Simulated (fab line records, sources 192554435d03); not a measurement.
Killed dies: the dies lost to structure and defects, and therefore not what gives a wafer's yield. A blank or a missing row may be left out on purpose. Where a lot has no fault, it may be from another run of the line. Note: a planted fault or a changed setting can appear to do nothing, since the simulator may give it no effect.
Problem report in the 8D (eight disciplines) form, filled by code :: flow n5Finfet :: the parts of the form that need people (team, actions taken, sign-off) are left out

== 1. THE ISSUE ==
A mean of 510.9 W is read at N5_BEOL_M9_STRIP_36 for powerW, taken on 1 wafer of 1 lot, against 449.8 W (standard deviation 1.3) on wafers free of any fault. That is +47 standard deviations from the usual mean.
The step: strips in N2/H2.
First observed at day 11 18:06: wafer L369.2, on rieDiel-06. At this step, 30 wafers from 10 lots have a number in the record. Rule for "out" (also "out of limits"): further than 4 standard deviations from the usual mean. The other wafers with a number count as sound.

== 2. WHAT IT IS AND WHAT IT IS NOT ==
question: which readings at this step
is: powerW
is not: oesProductAu, rfVppV, showerheadPlenumPTorr, throttleValvePct

question: which lots
is: L369
is not: L362, L363, L364, L365, L366, L377, L381, L382, L383

question: which wafers of those lots
is: L369.2
is not: L369.4, L369.6

question: read on which tools
is: rieDiel-06
is not: rieDiel-03, rieDiel-05

question: when
is: from day 11 18:06
is not: up to then (17 sound wafers); but 12 sound wafers of L377, L381, L382, L383 came after

== 3. SUSPECTS, AND WHAT RULES EACH OUT ==
Counting: any tool at a process step up to the reading remains a suspect provided it ran every lot that is out. Sound lots after the first of them don't rule it out here, since some wafers of a struck lot are sound.
- rieDiel-06 at N5_BEOL_M9_STRIP_67 (strips in CF4): kept. It ran the lot that is out, L369 (day 11 15:05); its last sound lot up to then is L364 (day 10 08:07).
- rieDiel-06 at N5_BEOL_M9_DESCUM_33 (chemistry O2, time 7 s): kept. It ran the lot that is out, L369 (day 11 17:52); its last sound lot up to then is L366 (day 10 10:53).
- rieDiel-06 at N5_BEOL_M9_STRIP_36 (strips in N2/H2): kept. It ran the lot that is out, L369 (day 11 18:06); its last sound lot up to then is L366 (day 10 11:08). On those wafers its own readings are out: powerW.
- Within rieDiel-06 at N5_BEOL_M9_STRIP_67: the wafers that are out ran in chamber 3; their sound lot-mates ran in chambers 0, 1.
- Within rieDiel-06 at N5_BEOL_M9_DESCUM_33: the wafers that are out ran in chamber 3; their sound lot-mates ran in chambers 0, 2.
- Within rieDiel-06 at N5_BEOL_M9_STRIP_36: the wafers that are out ran in chamber 3; their sound lot-mates ran in chambers 0, 2.
Left after counting: rieDiel-06 at N5_BEOL_M9_STRIP_67, rieDiel-06 at N5_BEOL_M9_DESCUM_33, rieDiel-06 at N5_BEOL_M9_STRIP_36.

== 4. THE CAUSE (what the simulator had put in) ==
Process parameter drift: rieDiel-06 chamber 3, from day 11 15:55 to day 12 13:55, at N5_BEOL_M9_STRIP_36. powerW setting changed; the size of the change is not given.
3 suspects survive the count, and this tool is in that group.

== 5. SEQUENCE OF EFFECTS, ordered by route ==
Each row: a reading where the mean over the struck wafers with a number is more than 3 standard deviations away from the usual. Readings are gone through only where the record gives a usual standard deviation; hours: the median, over the lots, of the time from a lot's start at the first step in this table giving one to that lot's start at this step; sigmas: the change measured in usual standard deviations.
hours: 0
step: N5_BEOL_M9_STRIP_36
reading: powerW
usual: 449.8 W
on struck wafers: 510.9
change: +61.1
sigmas: +47
Process steps it contains:
- N5_BEOL_M9_STRIP_36: strips in N2/H2.

== 6. WHAT WOULD HAVE CAUGHT IT SOONER ==
First out-of-limits reading in this record: day 11 18:06, which is 2 hours after fault onset at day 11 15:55.
